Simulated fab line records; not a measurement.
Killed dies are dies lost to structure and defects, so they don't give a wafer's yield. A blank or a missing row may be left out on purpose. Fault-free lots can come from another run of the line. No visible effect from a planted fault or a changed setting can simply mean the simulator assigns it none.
What tool caused it?	flow n5 finfet	10 lots (30 wafers sampled), 1 step of a 1938-step route

== WHAT EACH GAUGE READ, for each wafer ==
N5_BEOL_M13_THK_MEAS_01.
lot	measured	on	M13_ILD_THK (nm)
L604	day 10 20:07	film metro-02	821 833 848
L606	day 11 19:00	film metro-02	832 849 860
L610	day 13 09:56	film metro-01	820 840 825
L609	day 14 14:03	film metro-01	841 829 844
L615	day 14 23:17	film metro-02	837 841 854
L621	day 16 10:47	film metro-01	838 849 857
L626	day 17 09:07	film metro-02	833 848 843
L622	day 17 09:32	film metro-02	832 838 850
L625	day 17 15:31	film metro-01	824 829 830
L627	day 17 17:16	film metro-01	841 839 855

== WHICH TOOL RAN EACH LOT (tool, then ch and the chambers of the sampled wafers, then the start) ==
The record shows no process step preceding these readings.

== THE ANSWER, worked out from the rows above alone ==
Rule: the lots themselves supply what counts as usual. The widest of any qualifying gaps counts: lots, ordered by their means at a reading, are off when they make up no more than a third of the lots, leave a main group of 4 or more, and stand apart from it by 3 or more times the standard deviation of that group's means. The tables above print the reading to a certain number of digits; a main group whose means all agree to those digits is not used. Also off: a lot with no number at a reading for which 4 or more lots have one. The other lots that the step has rows for count as sound.
Across all readings shown, no lot is off: no conclusion can be drawn from this.

== WHAT THE SIMULATOR PUT IN ==
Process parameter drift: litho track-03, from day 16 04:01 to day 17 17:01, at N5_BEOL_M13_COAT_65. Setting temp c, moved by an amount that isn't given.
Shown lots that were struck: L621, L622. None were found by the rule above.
